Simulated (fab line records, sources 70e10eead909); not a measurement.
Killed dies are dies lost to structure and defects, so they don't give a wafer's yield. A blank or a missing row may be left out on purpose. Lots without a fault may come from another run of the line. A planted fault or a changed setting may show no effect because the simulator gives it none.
fab line records | flow nand_harc
record lots=6 wafers=18 last_day=33
route steps=1302 shown P_BONDPAD@366 A_START@389 A_ZERO_WELL@390 END@1302
lots that met no fault: from a run of the same line without faults
start_h: hours from the record's first day to the start of the lot's first wafer shown | wait_h: hours since the lot's step before | " the same as in the row above | L1.1+2: a row that stands for several wafers | - no value, or no start given | * or withheld: withheld | < > ~ a bound
route shown NAME@n: a module of which the file shows steps, and the number in the route of the first | usual: mean/standard deviation of fault-free wafers | same: alike in all rows | chamber/n: place in a boat | sites: the reading at each site | _std_site: their standard deviation | _edge_site: outer sites' mean less inner sites' | radius_mm: how far each site lies from the wafer's centre | mask NAME#n: copy n | behind: the tool/chamber that last shaped the wafer | hold: why the lot was held/for how many hours/how that ended | device: the transistor (n, p or np) that didn't switch | end of line: the same wafers' tests at the end of the route | a step without rows: its recipe alone | killed: dies lost to structure and defects at the first sort, not the wafer's yield | map: a wafer's dies, x killed, . not, _ none there
set.NAME: the setting as run; set.NAME@STEP: as run at that earlier step | model.NAME: the simulator's own value behind a step, which no gauge read
lots at some steps of the route; a table a step, a row a wafer
services: from which hour (start_h, from the record's first day; less than 0 if before it) a tool's chamber was out of use, for how many hours, and why
## steps
# step NHARC_P_BONDPAD_HARDBAKE_10
# recipe temp_c=118 time_s=65
# step NHARC_P_BONDPAD_DESCUM_11
# recipe time_s=3 o2_flow_sccm=200 ar_flow_sccm=0 bias_power_w=0 chemistry=O2
# usual drypump_motor_current_A=5.5/0.42 oes_product_au=0.997/0.0065 rf_vpp_V=57.7/0.88 showerhead_plenum_p_Torr=1.89/0.082 throttle_valve_pct=11.313/0.0095
# columns lot.wafer tool chamber start_h wait_h drypump_motor_current_A oes_product_au rf_hours_counter_h rf_vpp_V showerhead_plenum_p_Torr throttle_valve_pct
L269.3 rie_diel-11 1 141.95 - 5.2 1.004 4.0 58.7 2.03 11.327
L269.2 " 2 " " 4.9 1.004 3.8 56.0 1.82 11.319
L269.6 " 0 " " 6.1 0.999 - 57.8 1.84 11.312
L275.3 rie_diel-06 2 211.23 - 5.3 1.003 2.2 57.6 1.89 11.303
L275.1 " 0 " " 5.1 1.008 2.4 57.7 2.07 11.320
L275.4 " 1 " " 5.4 0.987 2.8 57.3 1.86 11.318
L280.1 rie_diel-11 1 249.15 - 5.3 0.980 8.5 58.2 2.03 11.319
L280.2 " 3 " " 6.2 0.994 6.3 56.6 1.83 11.320
L280.6 " 1 " " 5.3 0.980 - 58.6 2.03 11.316
L282.2 rie_diel-06 1 282.32 - 5.4 0.995 5.2 58.5 1.85 11.304
L282.3 " 2 " " 5.3 0.996 4.6 56.3 1.88 11.311
L282.6 " 3 " " 6.1 0.996 - 56.8 1.87 11.313
L285.1 rie_diel-06 1 303.21 - 5.4 0.988 5.4 57.8 1.85 11.310
L285.2 " 0 " " 5.1 0.995 4.9 58.6 2.07 11.311
L285.5 " 1 " " 5.4 0.998 - 58.1 1.85 11.325
L290.4 rie_diel-13 3 355.66 - 5.7 0.998 0.2 56.0 1.91 11.320
L290.5 " 2 " " 5.8 0.990 - 56.5 1.93 11.288
L290.6 " 3 " " 5.8 1.000 - 58.0 1.91 11.323
# step NHARC_P_BONDPAD_ETCH_37
# recipe target_depth_a=600 overetch_a=180 time_s=65.91 ion_energy_ev=200 n2_flow_sccm=150 h2_flow_sccm=150 ar_flow_sccm=0 rf_w=400 bias_w=150 chemistry=N2/H2
# step NHARC_P_BONDPAD_ETCH_12
# recipe target_depth_a=2000 time_s=100 chf3_flow_sccm=50 o2_flow_sccm=10 ar_flow_sccm=200 rf_w=500 bias_w=200 chemistry=CHF3/O2
# usual drypump_motor_current_A=5.6/0.42 oes_product_au=0.945/0.023 rf_fwd_power_W=497.0/1.9 rf_vpp_V=369.8/2.3 showerhead_plenum_p_Torr=2.37/0.098 throttle_valve_pct=20.573/0.0089
# columns lot.wafer tool chamber start_h wait_h drypump_motor_current_A oes_product_au rf_fwd_power_W rf_hours_counter_h rf_vpp_V showerhead_plenum_p_Torr throttle_valve_pct
L269.3 rie_diel-11 1 - - 5.3 0.923 499.9 4.0 372.2 2.54 20.574
L269.2 " 2 " " 4.9 0.933 493.9 3.9 368.1 2.28 20.563
L269.6 " 0 " " 6.1 0.926 498.8 - 367.7 2.31 20.566
L275.1 rie_diel-06 1 - - 5.4 0.970 491.8 2.8 369.4 2.33 20.560
L275.3 " 2 " " 5.3 0.960 496.3 2.2 371.0 2.37 20.578
L275.4 " 0 " " 5.1 0.989 499.1 2.5 374.8 2.58 20.569
L280.1 rie_diel-11 0 - - 6.1 0.961 494.3 8.2 367.7 2.31 20.568
L280.2 " 2 " " 4.9 0.974 497.4 8.6 367.4 2.28 20.576
L280.6 " 3 " " 6.2 0.980 496.7 - 368.3 2.30 20.580
L282.2 rie_diel-06 2 - - 5.3 0.963 499.2 4.7 368.8 2.37 20.578
L282.3 " 0 " " 5.1 0.957 500.3 4.6 374.4 2.58 20.569
L282.6 " 2 " " 5.3 0.973 495.6 - 370.7 2.37 20.575
L285.1 rie_diel-06 3 - - 6.1 0.934 494.3 5.0 369.0 2.35 20.576
L285.2 " 0 " " 5.1 0.928 498.9 4.9 375.5 2.58 20.572
L285.5 " 0 " " 5.1 0.925 499.5 - 374.9 2.58 20.552
L290.4 rie_diel-13 0 - - 5.2 0.979 499.2 0.3 367.5 2.29 20.565
L290.6 " 1 " " 5.4 0.992 496.9 - 366.8 2.27 20.572
L290.5 " 2 " " 5.8 0.962 496.6 - 371.4 2.43 20.575
# step NHARC_P_BONDPAD_CD_MEAS_13
# usual cd_nm=499.0/1.5
# columns lot.wafer tool chamber start_h wait_h cd_nm
L269.2 cd_sem-03 - 142.26 - 502.1
L269.3 " - " " 499.0
L269.6 " - " " 499.9
L275.1 cd_sem-01 - 211.54 - 500.4
L275.3 " - " " 497.4
L275.4 " - " " 499.7
L280.1 cd_sem-02 - 249.46 - 497.6
L280.2 " - " " 497.1
L280.6 " - " " 500.7
L282.2 cd_sem-01 - 282.62 - 498.0
L282.3 " - " " 497.5
L282.6 " - " " 496.5
L285.1 cd_sem-02 - 303.52 - 497.7
L285.2 " - " " 499.0
L285.5 " - " " 496.6
L290.4 cd_sem-01 - 355.97 - 497.9
L290.5 " - " " 498.4
L290.6 " - " " 499.4
# step NHARC_P_BONDPAD_STRIP_15
# recipe o2_flow_sccm=500 ar_flow_sccm=0 bias_w=0 chemistry=O2
# usual drypump_motor_current_A=5.5/0.41 oes_product_au=0.998/0.0067 rf_vpp_V=57.7/0.97 showerhead_plenum_p_Torr=3.50/0.15 throttle_valve_pct=17.036/0.0094
# columns lot.wafer tool chamber start_h wait_h drypump_motor_current_A oes_product_au rf_hours_counter_h rf_vpp_V showerhead_plenum_p_Torr throttle_valve_pct
L269.3 rie_diel-06 3 142.33 0.1 6.1 1.005 0.1 58.1 3.45 17.040
L269.2 " 1 " " 5.4 0.987 0.1 57.3 3.43 17.045
L269.6 " 1 " " 5.5 0.985 - 58.0 3.43 17.040
L275.3 rie_diel-06 3 211.63 0.1 6.1 1.008 2.5 57.0 3.45 17.034
L275.4 " 0 " " 5.1 1.011 2.5 59.1 3.79 17.033
L275.1 " 1 " " 5.4 0.994 2.9 59.0 3.43 17.021
L280.1 rie_diel-06 1 249.53 0.1 5.5 0.991 4.2 57.3 3.43 17.033
L280.2 " 3 " " 6.1 0.990 3.6 58.0 3.45 17.028
L280.6 " 2 " " 5.3 0.982 - 58.3 3.48 17.034
L282.3 rie_diel-06 2 282.71 0.1 5.4 0.995 4.7 57.2 3.48 17.045
L282.2 " 3 " " 6.1 0.996 4.7 58.6 3.45 17.030
L282.6 " 1 " " 5.5 0.989 - 56.7 3.43 17.031
L285.1 rie_diel-11 1 303.60 0.1 5.3 1.000 2.1 57.5 3.72 17.028
L285.2 " 2 " " 4.9 1.013 1.3 57.1 3.36 17.024
L285.5 " 1 " " 5.3 0.997 - 58.8 3.72 17.019
L290.4 rie_diel-11 2 356.06 0.1 4.9 0.993 4.8 58.9 3.35 17.031
L290.6 " 1 " " 5.3 1.005 - 59.2 3.72 17.055
L290.5 " 2 " " 4.9 1.008 - 58.2 3.35 17.036
# step NHARC_P_BONDPAD_ETCH_24
# recipe target_depth_a=300 over_etch_frac=0.3 time_s=72.99 ion_energy_ev=150 cf4_flow_sccm=50 n2_flow_sccm=100 ar_flow_sccm=150 rf_w=300 bias_w=100 chemistry=CF4/N2
# step NHARC_P_BONDPAD_STRIP_16
# recipe time_s=600 temp_c=30 chemistry=post_etch_residue_remover
# step NHARC_P_BONDPAD_DEGAS_25
# recipe temp_c=300 time_s=60
# step NHARC_P_BONDPAD_PRE_CLEAN_26
# recipe time_s=30 temp_c=280 gas=H2/He
# step NHARC_P_BONDPAD_PVD_17
# recipe target_thk_a=50 bias_v=168.6 power_w=15000 chamber_pressure_pa=0.12 time_s=8.06 substrate_temp_c=50 material=TaN
# step NHARC_P_BONDPAD_PVD_27
# recipe target_thk_a=300 chamber_pressure_pa=5 power_w=5000 substrate_temp_c=30 time_s=20.49 material=Cu
# step NHARC_P_BONDPAD_ECD_18
# recipe target_thk_a=4000 bath_temp_c=25 material=Cu
# usual bath_temp_c=24.99/0.11
# columns lot.wafer tool chamber start_h wait_h bath_temp_c
L269.2 ecd_cu-02 0 143.29 - 24.97
L269.3 " 1 " " 24.95
L269.6 " 0 " " 25.01
L275.1 ecd_cu-02 0 212.52 - 25.00
L275.3 " 0 " " 25.05
L275.4 " 1 " " 24.84
L280.2 ecd_cu-01 0 250.44 - 25.05
L280.1 " 1 " " 25.07
L280.6 " 0 " " 25.04
L282.2 ecd_cu-01 0 283.70 - 24.96
L282.3 " 1 " " 24.96
L282.6 " 0 " " 24.91
L285.1 ecd_cu-01 1 304.55 - 25.12
L285.2 " 0 " " 25.15
L285.5 " 1 " " 25.19
L290.4 ecd_cu-02 0 357.20 - 25.05
L290.5 " 1 " " 25.07
L290.6 " 0 " " 24.97
# step NHARC_P_BONDPAD_ANNEAL_28
# recipe temp_c=225 time_s=90
# step NHARC_P_BONDPAD_CMP_19
# recipe t_overpolish_s=30 cu_recess_touch_s=16 target_thk_nm=160.81
# step NHARC_P_BONDPAD_SRD_21
# recipe time_s=30 temp_c=23 dry_time_s=20 spin_rpm=1500
# step NHARC_P_BONDPAD_INSPECT_23
# usual raw_defect_count=336/120
# columns lot.wafer tool chamber start_h wait_h raw_defect_count
L269.2 defect_inspect-02 - 144.56 0.0 378
L269.3 " - " " 366
L269.6 " - " " 255
L275.1 defect_inspect-01 - 213.85 0.0 285
L275.3 " - " " 341
L275.4 " - " " 440
L280.1 defect_inspect-01 - 251.71 0.0 462
L280.2 " - " " 429
L280.6 " - " " 369
L282.2 defect_inspect-02 - 284.92 0.0 507
L282.3 " - " " 405
L282.6 " - " " 312
L285.1 defect_inspect-02 - 305.82 0.0 232
L285.2 " - " " 216
L285.5 " - " " 242
L290.4 defect_inspect-01 - 358.33 0.0 223
L290.5 " - " " 229
L290.6 " - " " 330
# step NHARC_P_BONDPAD_ACTIVATE_29
# recipe time_s=60 n2_flow_sccm=200 ar_flow_sccm=0 bias_power_w=0 chemistry=N2
# usual drypump_motor_current_A=5.6/0.44 oes_product_au=0.998/0.0065 rf_vpp_V=64.0/0.88 showerhead_plenum_p_Torr=1.74/0.076
# columns lot.wafer tool chamber start_h wait_h drypump_motor_current_A oes_product_au rf_hours_counter_h rf_vpp_V showerhead_plenum_p_Torr
L269.3 rie_diel-13 2 144.63 0.1 5.8 0.998 8.1 63.8 1.79
L269.2 " 0 " " 5.1 0.995 9.0 63.3 1.68
L269.6 " 2 " " 5.8 0.984 - 63.8 1.79
L275.4 rie_diel-13 1 213.91 0.1 5.4 0.985 1.0 64.3 1.66
L275.1 " 2 " " 5.8 0.990 1.2 64.2 1.79
L275.3 " 3 " " 5.8 0.990 1.4 63.8 1.76
L280.2 rie_diel-11 3 251.79 0.1 6.2 0.994 6.4 64.3 1.69
L280.1 " 1 " " 5.2 0.992 8.6 65.1 1.87
L280.6 " 3 " " 6.2 0.995 - 64.2 1.69
L282.3 rie_diel-11 3 284.98 0.1 6.2 1.003 1.2 63.9 1.69
L282.2 " 2 " " 4.9 1.003 0.5 64.3 1.67
L282.6 " 0 " " 6.1 1.010 - 63.2 1.70
L285.2 rie_diel-06 1 305.91 0.1 5.4 0.994 5.5 64.0 1.71
L285.1 " 2 " " 5.3 0.987 5.0 65.6 1.74
L285.5 " 0 " " 5.1 1.001 - 65.9 1.91
L290.4 rie_diel-06 2 358.40 0.1 5.4 0.997 1.5 64.7 1.74
L290.5 " 1 " " 5.4 1.007 - 62.5 1.71
L290.6 " 2 " " 5.4 0.998 - 64.8 1.74
# step NHARC_P_BONDPAD_PRECLEAN_30
# recipe time_s=300 temp_c=23 chemistry=DIW
# step NHARC_P_BONDPAD_SRD_31
# recipe time_s=30 temp_c=23 dry_time_s=20 spin_rpm=1500
# step NHARC_A_START_INSPECT_01
# usual raw_defect_count=3.8/2
# columns lot.wafer tool chamber start_h wait_h raw_defect_count
L269.2 defect_inspect-02 - 145.02 - 4
L269.3 " - " " 6
L269.6 " - " " 5
L275.1 defect_inspect-01 - 214.31 - 2
L275.3 " - " " 0
L275.4 " - " " 7
L280.1 defect_inspect-01 - 252.18 - 2
L280.2 " - " " 7
L280.6 " - " " 5
L282.2 defect_inspect-01 - 285.48 - 3
L282.3 " - " " 4
L285.2 defect_inspect-01 - 306.37 - 6
L285.5 " - " " 4
L290.4 defect_inspect-02 - 358.79 - 3
L290.5 " - " " 1
L290.6 " - " " 2
# step NHARC_A_ZERO_WELL_PRECLEAN_00
# recipe time_s=600 temp_c=120 chemistry=SPM
# step NHARC_A_ZERO_WELL_SRD_01
# step NHARC_A_ZERO_WELL_DEHYDRATE_02
# recipe temp_c=150 time_s=120
# step NHARC_A_ZERO_WELL_HMDS_03
# recipe time_s=30
# step NHARC_A_ZERO_WELL_COAT_18
# recipe temp_c=200 time_s=65
# step NHARC_A_ZERO_WELL_COAT_04
# recipe spin_rpm=2000 resist_thk_nm=600
# step NHARC_A_ZERO_WELL_SOFTBAKE_05
# recipe temp_c=125 time_s=70
# step NHARC_A_ZERO_WELL_EBR_06
# step NHARC_A_ZERO_WELL_EXPOSE_07
# recipe na=0.55 dose_mj=33.85 mask_id=A_ZERO
# step NHARC_A_ZERO_WELL_PEB_08
# recipe peb_temp_c=128 peb_time_s=80
# step NHARC_A_ZERO_WELL_DEVELOP_09
# recipe time_s=50 dev_temp_c=22
# step NHARC_A_ZERO_WELL_CD_MEAS_10
# recipe target_cd_nm=2000 landing_energy_ev=500
# usual cd_nm=1999.6/1.3
# columns lot.wafer tool chamber start_h wait_h cd_nm
L269.2 cd_sem-03 0 145.86 - 2000.4
L269.3 " 0 " " 2001.3
L269.6 " 0 " " 2000.8
L275.1 cd_sem-03 0 215.23 - 1999.5
L275.3 " 0 " " 1999.9
L275.4 " 0 " " 1998.7
L280.1 cd_sem-02 0 253.04 - 2001.0
L280.2 " 0 " " 1999.5
L280.6 " 0 " " 1999.5
L282.2 cd_sem-01 0 286.32 - 2000.2
L282.3 " 0 " " 1998.5
L285.2 cd_sem-01 0 307.10 - 1999.7
L285.5 " 0 " " 1998.3
L290.4 cd_sem-03 0 359.64 - 1999.7
L290.5 " 0 " " 1999.7
L290.6 " 0 " " 2001.5
# step NHARC_A_ZERO_WELL_HARDBAKE_11
# recipe temp_c=118 time_s=65
# step NHARC_A_ZERO_WELL_DESCUM_12
# recipe time_s=3 o2_flow_sccm=200 ar_flow_sccm=0 bias_power_w=0 chemistry=O2
# usual drypump_motor_current_A=5.6/0.48 oes_product_au=1.001/0.0068 rf_vpp_V=57.9/0.75 showerhead_plenum_p_Torr=1.91/0.058 throttle_valve_pct=11.311/0.0082
# columns lot.wafer tool chamber start_h wait_h drypump_motor_current_A oes_product_au rf_hours_counter_h rf_vpp_V showerhead_plenum_p_Torr throttle_valve_pct
L269.2 rie_diel-03 0 146.03 - 6.0 1.005 0 57.2 1.88 11.305
L269.3 " 1 " " 5.7 1.006 1 57.2 1.95 11.313
L269.6 " 3 " " 4.9 0.989 - 57.9 1.96 11.298
L275.3 rie_diel-03 1 215.39 - 5.8 0.998 2 58.2 1.95 11.314
L275.1 " 2 " " 5.0 1.001 3 57.4 1.84 11.306
L275.4 " 3 " " 5.0 0.992 2 58.8 1.96 11.302
L280.2 rie_diel-01 2 253.21 - 5.8 1.015 8 58.4 2.00 11.307
L280.1 " 3 " " 5.5 1.012 10 56.8 1.83 11.309
L280.6 " 2 " " 5.8 1.003 - 59.1 2.00 11.297
L282.2 rie_diel-07 3 286.50 - 6.1 0.998 53 58.6 1.86 11.311
L282.3 " 2 " " 5.9 0.996 53 57.8 1.91 11.316
L285.2 rie_diel-01 0 307.28 - 6.5 1.001 16 57.5 1.92 11.319
L285.5 " 2 " " 5.8 1.010 - 58.3 2.00 11.310
L290.4 rie_diel-03 1 359.79 - 5.7 0.995 2 57.0 1.95 11.308
L290.6 " 0 " " 6.0 1.007 - 59.3 1.88 11.306
L290.5 " 1 " " 5.7 1.008 - 58.0 1.95 11.303
# step NHARC_A_ZERO_WELL_ETCH_19
# recipe target_depth_a=800 overetch_a=240 time_s=87.88 ion_energy_ev=200 n2_flow_sccm=150 h2_flow_sccm=150 ar_flow_sccm=0 rf_w=400 bias_w=150 chemistry=N2/H2
# step NHARC_A_ZERO_WELL_ETCH_13
# recipe target_depth_a=1200 time_s=40.1 hbr_flow_sccm=150 cl2_flow_sccm=50 rf_w=400 icp_w=400 bias_w=100 chemistry=HBr/Cl2
# step NHARC_A_ZERO_WELL_STRIP_14
# recipe time_s=900 temp_c=130 chemistry=SPM
# step NHARC_END_SORT_01
# recipe temp_c=25
# usual defect_limited_yield=92.9/2.4 killed_at_array=44/16 killed_at_other=0.6/1.1 killed_at_periphery=3.9/2.6 killed_dies=48/16 killed_open=3.1/1.9 killed_short=2.4/1.8 sort_bin_2_pct=2.6/1 sort_bin_3_pct=0.6/0.39 sort_bin_4_pct=4.0/1.4 sort_n_pass=629/16 sort_rim_yield_pct=89/4.3 sort_yield_pct=92.9/2.4
# same gross_dies=677 sort_bin_5_pct[%]=0 sort_bin_6_pct[%]=0 sort_bin_7_pct[%]=0 sort_bin_8_pct[%]=0 sort_rim_n_gross=106.00
# columns lot.wafer tool chamber start_h wait_h defect_limited_yield[%] killed_at_array killed_at_other killed_at_periphery killed_dies killed_open killed_short sort_bin_2_pct[%] sort_bin_3_pct[%] sort_bin_4_pct[%] sort_n_pass sort_rim_yield_pct[%] sort_yield_pct[%]
L269.2 prober-01 0 577.93 2.8 90.7 58 1 4 63 2 2 3.5 0.9 4.9 614 94 90.7
L269.3 prober-01 0 578.74 3.1 90.4 61 0 4 65 0 2 3.1 0.4 6.1 612 92 90.4
L269.6 prober-01 0 581.18 4.1 90.5 58 0 6 64 3 3 3.8 0.6 5.0 613 91 90.5
L275.1 prober-01 0 638.73 2.5 93.1 42 2 3 47 4 7 1.5 0.3 5.2 630 88 93.1
L275.3 prober-01 0 640.35 3.1 92.9 44 1 3 48 3 3 2.1 0.7 4.3 629 88 92.9
L275.4 prober-01 0 641.16 3.4 92.2 49 0 4 53 4 5 3.5 0 4.3 624 86 92.2
L282.2 prober-02 0 704.92 2.8 91.7 53 0 3 56 2 2 3.1 0.9 4.3 621 81 91.7
L282.3 prober-02 0 705.72 3.1 91.0 55 1 5 61 0 3 4.4 0.9 3.7 616 82 91.0
L282.6 prober-02 0 708.14 4.0 0.1 71 0 605 676 1 4 93.1 1.3 5.5 1 1 0.1
L285.1 prober-02 0 734.79 2.5 0 24 0 653 677 3 2 97.8 0.4 1.8 0 0 0
# killed by level:class
L269.2 A_CHANNEL_HOLE_D2:chamber_film_flake=27 A_CHANNEL_HOLE_D1:chamber_film_flake=18 A_WL_FILL:chamber_film_flake=4 A_DECK1_JOINT:chamber_film_flake=3 P_STI:chamber_film_flake=2 P_BONDPAD:chamber_film_flake=2 A_CONTACT:chamber_film_flake=2 A_CHANNEL_FILL_D2:geometric_particle:short=1
L269.3 A_CHANNEL_HOLE_D2:chamber_film_flake=30 A_CHANNEL_HOLE_D1:chamber_film_flake=17 A_WL_FILL:chamber_film_flake=8 A_DECK1_JOINT:geometric_particle:short=2 P_STI:chamber_film_flake=2 A_DECK1_JOINT:chamber_film_flake=2 P_M0:chamber_film_flake=1 P_BONDPAD:chamber_film_flake=1
L269.6 A_CHANNEL_HOLE_D2:chamber_film_flake=34 A_CHANNEL_HOLE_D1:chamber_film_flake=14 A_WL_FILL:chamber_film_flake=4 P_STI:chamber_film_flake=2 A_DECK1_JOINT:chamber_film_flake=2 P_GATE:geometric_particle:open=1 P_M0:geometric_particle:open=1 A_SOURCE_PLATE:geometric_particle:short=1
L275.1 A_SLIT:chamber_film_flake=20 A_CHANNEL_HOLE_D2:chamber_film_flake=5 A_CONTACT:chamber_film_flake=5 A_STAIRCASE:chamber_film_flake=3 P_CONTACT:geometric_particle:open=2 A_ONON_D2:geometric_particle:short=2 STARTING-WAFER:geometric_particle:short=2 A_CHANNEL_HOLE_D1:chamber_film_flake=2
L275.3 A_SLIT:chamber_film_flake=19 A_CHANNEL_HOLE_D2:chamber_film_flake=7 A_SGD_CUT:chamber_film_flake=3 A_CHANNEL_HOLE_D1:chamber_film_flake=2 A_CHANNEL_FILL_D1:chamber_film_flake=2 A_STAIRCASE:chamber_film_flake=2 A_WL_FILL:chamber_film_flake=2 A_ONON_D1:geometric_particle:short=1
L275.4 A_SLIT:chamber_film_flake=18 A_STAIRCASE:chamber_film_flake=10 A_CHANNEL_HOLE_D2:chamber_film_flake=7 P_M0:geometric_particle:open=2 A_CHANNEL_HOLE_D1:chamber_film_flake=2 A_SGD_CUT:chamber_film_flake=2 P_CONTACT:geometric_particle:short=1 A_ONON_D1:geometric_particle:short=1
L282.2 A_CHANNEL_HOLE_D1:chamber_film_flake=21 A_SLIT:chamber_film_flake=14 A_CHANNEL_HOLE_D2:chamber_film_flake=11 A_CONTACT:chamber_film_flake=3 A_WL_FILL:geometric_particle:short=2 P_GATE:chamber_film_flake=2 P_CONTACT:geometric_particle:open=1 A_DECK1_JOINT:geometric_particle:open=1
L282.3 A_SLIT:chamber_film_flake=23 A_CHANNEL_HOLE_D1:chamber_film_flake=18 A_CONTACT:chamber_film_flake=6 A_CHANNEL_HOLE_D2:chamber_film_flake=3 P_STI:chamber_film_flake=2 P_GATE:chamber_film_flake=2 P_STI:geometric_particle:short=1 A_ONON_D1:geometric_particle:short=1
L282.6 P_BONDPAD:area_ecd=602 A_CHANNEL_HOLE_D1:chamber_film_flake=36 A_SLIT:chamber_film_flake=18 A_CHANNEL_HOLE_D2:chamber_film_flake=6 A_CONTACT:chamber_film_flake=4 P_GATE:chamber_film_flake=3 A_STAIRCASE:chamber_film_flake=1 A_CHANNEL_FILL_D1:geometric_particle:short=1
L285.1 P_BONDPAD:area_ecd=649 A_SLIT:chamber_film_flake=15 A_CONTACT:chamber_film_flake=4 A_CHANNEL_HOLE_D1:chamber_film_flake=2 P_STI:geometric_particle:short=1 P_CONTACT:geometric_particle:open=1 P_M1:geometric_particle:open=1 A_CHANNEL_FILL_D1:geometric_particle:open=1
# map L282.6 (x killed, . not)
____________x____________
_________xxxxxxx_________
_______xxxxxxxxxxx_______
______xxxxxxxxxxxxx______
_____xxxxxxxxxxxxxxx_____
____xxxxxxxxxxxxxxxxx____
____xxxxxxxxxxxxxxxxx____
___xxxxxxxxxxxxxxxxxxx___
___xxxxxxxxxxxxxxxxxxx___
__xxxxxxxxxxxxxxxxxxxxx__
__xxxxxxxxxxxxxxxxxxxxx__
_xxxxxxxxxxxxxxxxxxxxxxx_
_xxxxxxxxxxxxxxxxxxxxxxx_
_.xxxxxxxxxxxxxxxxxxxxxx_
_xxxxxxxxxxxxxxxxxxxxxxx_
_xxxxxxxxxxxxxxxxxxxxxxx_
xxxxxxxxxxxxxxxxxxxxxxxxx
xxxxxxxxxxxxxxxxxxxxxxxxx
xxxxxxxxxxxxxxxxxxxxxxxxx
xxxxxxxxxxxxxxxxxxxxxxxxx
xxxxxxxxxxxxxxxxxxxxxxxxx
_xxxxxxxxxxxxxxxxxxxxxxx_
_xxxxxxxxxxxxxxxxxxxxxxx_
_xxxxxxxxxxxxxxxxxxxxxxx_
_xxxxxxxxxxxxxxxxxxxxxxx_
_xxxxxxxxxxxxxxxxxxxxxxx_
__xxxxxxxxxxxxxxxxxxxxx__
__xxxxxxxxxxxxxxxxxxxxx__
___xxxxxxxxxxxxxxxxxxx___
___xxxxxxxxxxxxxxxxxxx___
____xxxxxxxxxxxxxxxxx____
____xxxxxxxxxxxxxxxxx____
_____xxxxxxxxxxxxxxx_____
______xxxxxxxxxxxxx______
_______xxxxxxxxxxx_______
_________xxxxxxx_________
____________x____________
# map L285.1 (x killed, . not)
____________x____________
_________xxxxxxx_________
_______xxxxxxxxxxx_______
______xxxxxxxxxxxxx______
_____xxxxxxxxxxxxxxx_____
____xxxxxxxxxxxxxxxxx____
____xxxxxxxxxxxxxxxxx____
___xxxxxxxxxxxxxxxxxxx___
___xxxxxxxxxxxxxxxxxxx___
__xxxxxxxxxxxxxxxxxxxxx__
__xxxxxxxxxxxxxxxxxxxxx__
_xxxxxxxxxxxxxxxxxxxxxxx_
_xxxxxxxxxxxxxxxxxxxxxxx_
_xxxxxxxxxxxxxxxxxxxxxxx_
_xxxxxxxxxxxxxxxxxxxxxxx_
_xxxxxxxxxxxxxxxxxxxxxxx_
xxxxxxxxxxxxxxxxxxxxxxxxx
xxxxxxxxxxxxxxxxxxxxxxxxx
xxxxxxxxxxxxxxxxxxxxxxxxx
xxxxxxxxxxxxxxxxxxxxxxxxx
xxxxxxxxxxxxxxxxxxxxxxxxx
_xxxxxxxxxxxxxxxxxxxxxxx_
_xxxxxxxxxxxxxxxxxxxxxxx_
_xxxxxxxxxxxxxxxxxxxxxxx_
_xxxxxxxxxxxxxxxxxxxxxxx_
_xxxxxxxxxxxxxxxxxxxxxxx_
__xxxxxxxxxxxxxxxxxxxxx__
__xxxxxxxxxxxxxxxxxxxxx__
___xxxxxxxxxxxxxxxxxxx___
___xxxxxxxxxxxxxxxxxxx___
____xxxxxxxxxxxxxxxxx____
____xxxxxxxxxxxxxxxxx____
_____xxxxxxxxxxxxxxx_____
______xxxxxxxxxxxxx______
_______xxxxxxxxxxx_______
_________xxxxxxx_________
____________x____________
## services
# columns tool chamber start_h hours kind
rie_diel-06 - 130.20 9.0 pm
rie_diel-06 2 141.35 3.8 repair
ecd_cu-02 - 144.02 12.5 repair
rie_diel-06 2 149.20 1.6 repair
rie_diel-13 2 157.17 13.9 repair
rie_diel-06 2 158.74 5.1 repair
ecd_cu-01 - 160.00 8.0 pm
rie_diel-13 - 165.00 9.0 pm
rie_diel-13 2 190.15 9.5 repair
rie_diel-13 1 198.32 14.4 repair
rie_diel-11 3 200.01 10.9 repair
rie_diel-11 1 209.13 4.4 repair
rie_diel-13 3 224.94 2.1 repair
rie_diel-06 3 239.75 6.7 repair
rie_diel-13 1 241.24 4.2 repair
rie_diel-11 - 252.87 2.2 repair
rie_diel-11 - 255.50 9.0 pm
rie_diel-06 0 256.67 4.6 repair
rie_diel-13 - 283.09 1.3 repair
rie_diel-06 - 283.70 0.5 repair
rie_diel-13 2 284.89 14.4 repair
rie_diel-13 1 301.41 6.5 repair
rie_diel-06 - 307.20 9.0 pm
rie_diel-13 - 342.00 9.0 pm
## key
first_sign step=NHARC_END_SORT_01 reading=killed_at_periphery direction=up sigmas=99+ usual=3.9 struck=629
effect step=NHARC_END_SORT_01 reading=sort_bin_2_pct direction=up sigmas=89 usual=2.6 struck=95.4
more_kills_born_at NHARC_P_BONDPAD_ECD_18@ecd_cu-01=1251
met_at NHARC_P_BONDPAD_ECD_18
struck_wafers L282.6,L285.1
later_rows_left_out L282.6,L285.1
onset_between 250.44 283.70
fault kind=process_parameter_drift tool=ecd_cu-01 chamber=- onset_h=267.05 steps=NHARC_P_BONDPAD_ECD_18 channel=target_thk_a offset=* shape=step end_h=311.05 scope=struck_wafers_only acts_in=* stated=*
# later_rows_left_out: the simulator's readings of these wafers behind a module that went badly wrong aren't trusted and aren't shown, but for the sort
